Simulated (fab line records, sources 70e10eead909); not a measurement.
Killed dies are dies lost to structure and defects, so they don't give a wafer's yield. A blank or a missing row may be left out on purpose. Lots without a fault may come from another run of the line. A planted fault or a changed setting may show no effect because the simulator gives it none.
Chamber matching | flow nand_harc | NHARC_A_STAIRCASE_ETCH_253 on rie_diel-03: 4 sister chambers
The step etches the open film in C4F8/O2, target depth 50 nm, time 20.2 s. 8 wafers are shown with their chamber, then 8 later ones without.

WAFERS WITH THEIR CHAMBER
wafer  | chamber | rf_vpp_V (V) | oes_product_au (a.u.)
L083.1 | 0       | 891          | 0.984
L083.5 | 3       | 898          | 0.985
L089.3 | 3       | 899          | 0.984
L089.4 | 0       | 890          | 0.956
L092.1 | 1       | 886          | 0.927
L092.5 | 2       | 897          | 0.921
L092.6 | 1       | 887          | 0.931
L093.2 | 2       | 896          | 0.963

WAFERS WITHOUT THEIR CHAMBER
wafer  | rf_vpp_V (V) | oes_product_au (a.u.)
L093.3 | 889          | 0.959
L093.5 | 896          | 0.965
L094.1 | 896          | 0.927
L094.3 | 887          | 0.928
L094.6 | 899          | 0.938
L097.2 | 890          | 0.968
L097.4 | 896          | 0.938
L097.5 | 896          | 0.940

WHICH CHAMBER EACH WENT THROUGH
wafer  | from the rows above     | in truth
L093.3 | can't be placed: 0 or 1 | 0
L093.5 | 2                       | 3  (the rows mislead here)
L094.1 | 2                       | 2
L094.3 | 1                       | 1
L094.6 | can't be placed: 3 or 2 | 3
L097.2 | 0                       | 0
L097.4 | 2                       | 2
L097.5 | 2                       | 2
Placed correctly: 5 of 8. Can't be placed from these rows: 2 (the true chamber is among the candidates in 2). Placed wrongly: 1.
How it was worked out, from the rows above alone: a wafer's distance from a chamber is the root of the sum, over the readings, of the square of ((its reading less the chamber's mean) divided by the reading's scatter). The wafer belongs to the nearest chamber; if the next one is less than 2 further off, it can't be placed. A chamber's mean is the mean of its shown wafers. The scatter: the root of (the sum of the squares of (reading less its chamber's mean) over the shown wafers, divided by (wafers less chambers)).
